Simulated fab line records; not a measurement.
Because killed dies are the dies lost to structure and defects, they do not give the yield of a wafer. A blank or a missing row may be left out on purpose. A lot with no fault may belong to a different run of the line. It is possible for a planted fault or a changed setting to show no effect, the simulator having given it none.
Comparing a struck lot with a sound one :: flow n5_finfet :: 14 out of 1938 route steps
Sound: wafers L507.1, L507.2, L507.3. Struck: wafer L515.4. (L515.1, L515.5 of the same lot were not struck and are left out.) The cause comes at the end.
Order at every step that has rows: each side's tool, ch and its chambers, its first start. Under that, the readings that differ: sound wafers :: struck wafers :: difference of the means :: sigmas: that difference in standard deviations of wafers without a fault.
alike: a reading whose means differ by less than 2 such deviations, as well as words and numbers matching on both sides. not compared: withheld readings; readings where some wafer has no value; bounds like >300 that might hide an equal value; numbers whose values overlap and for which the record gives no deviation.
Wherever a step has rows on one side only, a row that says differs or no value, or a row with sigmas, the two part there. Numbers that don't overlap but have no deviation are shown without sigmas and don't part them. A reading that every wafer of one side lacks parts them only if that side has two wafers or more.

first, 1 step without rows for these wafers: N5_BEOL_M6_DEVELOP_27 (develop time 30 s).
N5_BEOL_M6_CD_MEAS_28: the cd target is 40 nm.
  sound on cd_sem-02 ch 0, day 9 15:29; struck on cd_sem-01 ch 0, day 11 16:26
  alike: cd_nm
N5_BEOL_M6_OVL_MEAS_29:
  sound on overlay-01 ch 0, day 9 15:31; struck on overlay-01 ch 0, day 11 16:28
  alike: V5_OVL
N5_BEOL_M6_INSPECT_30: inspects for defects (brightfield).
  sound on defect_inspect-01 at day 9 15:34; struck on defect_inspect-01 at day 11 16:32
  alike: raw_defect_count
N5_BEOL_M6_DESCUM_33: chemistry O2, time 7 s.
  sound on rie_diel-03 ch 0,1,2, day 9 15:36; struck on rie_diel-03 ch 3, day 11 16:58
reading: rf_hours_counter_h (h)
sound: 51 38 249
struck: 28
difference: -85
sigmas: 
  alike: drypump_motor_current_A, oes_product_au, rf_vpp_V, showerhead_plenum_p_Torr, throttle_valve_pct
N5_BEOL_M6_ETCH_72: etches underlayer in N2/H2, target depth 6.5 nm, time 5.2 s.
  sound on rie_diel-03 ch 0,1,2, day 9 15:38; struck on rie_diel-03 ch 3, day 11 16:59
reading: rf_hours_counter_h (h)
sound: 51 38 249
struck: 28
difference: -85
sigmas: 
  alike: drypump_motor_current_A, etch_rf_on_time_s, oes_product_au, rf_vpp_V, showerhead_plenum_p_Torr, throttle_valve_pct
N5_BEOL_M6_ETCH_65: etches SiARC in CF4, target depth 15.6 nm, time 26 s.
  sound on rie_diel-03 ch 0,1,2, day 9 15:39; struck on rie_diel-03 ch 3, day 11 17:01
reading: rf_hours_counter_h (h)
sound: 51 38 249
struck: 28
difference: -85
sigmas: 
  alike: drypump_motor_current_A, etch_rf_on_time_s, oes_product_au, rf_vpp_V, showerhead_plenum_p_Torr, throttle_valve_pct
then, 3 steps without rows for these wafers: N5_BEOL_M6_ETCH_66 (etches SOC in N2/H2, target depth 80 nm, overetch 16 nm, time 120 s); N5_BEOL_M6_STRIP_69 (strips in N2/H2); N5_BEOL_M6_STRIP_73 (strips in N2/H2).
N5_BEOL_M6_VIA_ETCH_34: etches SiCOH lowk in C4F6/O2, target depth 126.3 nm, time 50.9 s.
  sound on rie_diel-03 ch 0,1,2, day 9 15:47; struck on rie_diel-03 ch 3, day 11 17:08
reading: rf_hours_counter_h (h)
sound: 51 38 249
struck: 28
difference: -85
sigmas: 
  alike: drypump_motor_current_A, oes_o_777_au, oes_product_au, rf_vpp_V, showerhead_plenum_p_Torr, throttle_valve_pct
then, 1 step without rows for these wafers: N5_BEOL_M6_STRIP_76 (strips in C4F6/O2).
N5_BEOL_M6_STRIP_36: strips in N2/H2.
  sound on rie_diel-03 ch 0,1,2, day 9 15:50; struck on rie_diel-03 ch 3, day 11 17:11
reading: h2_flow_sccm (sccm)
sound: 200.7 200.1 200.4
struck: 220.0
difference: +19.6
sigmas: +33

reading: rf_hours_counter_h (h)
sound: 51 38 249
struck: 28
difference: -85
sigmas: 

reading: throttle_valve_pct (%)
sound: 23.6 23.2 23.6
struck: 25.5
difference: +2.0
sigmas: +5
  alike: drypump_motor_current_A, oes_product_au, rf_vpp_V, showerhead_plenum_p_Torr
N5_BEOL_M6_TRENCH_ETCH_37: etches SiCOH lowk in C4F6/O2, target depth 94.435 nm, time 31.5 s.
  sound on rie_diel-03 ch 0,1,2; struck on rie_diel-03 ch 3
reading: rf_hours_counter_h (h)
sound: 51 38 249
struck: 28
difference: -85
sigmas: 
  alike: drypump_motor_current_A, oes_o_777_au, oes_product_au, rf_vpp_V, showerhead_plenum_p_Torr, throttle_valve_pct

WHERE THEY PART
Only at N5_BEOL_M6_STRIP_36, as far as this record shows. Later steps at which nothing parts them and some readings are alike: N5_BEOL_M6_TRENCH_ETCH_37.

WHY: what the simulator had put in
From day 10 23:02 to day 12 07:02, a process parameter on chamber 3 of rie_diel-03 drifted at N5_BEOL_M6_STRIP_36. Setting h2_flow_sccm, moved by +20, from 200. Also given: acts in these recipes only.
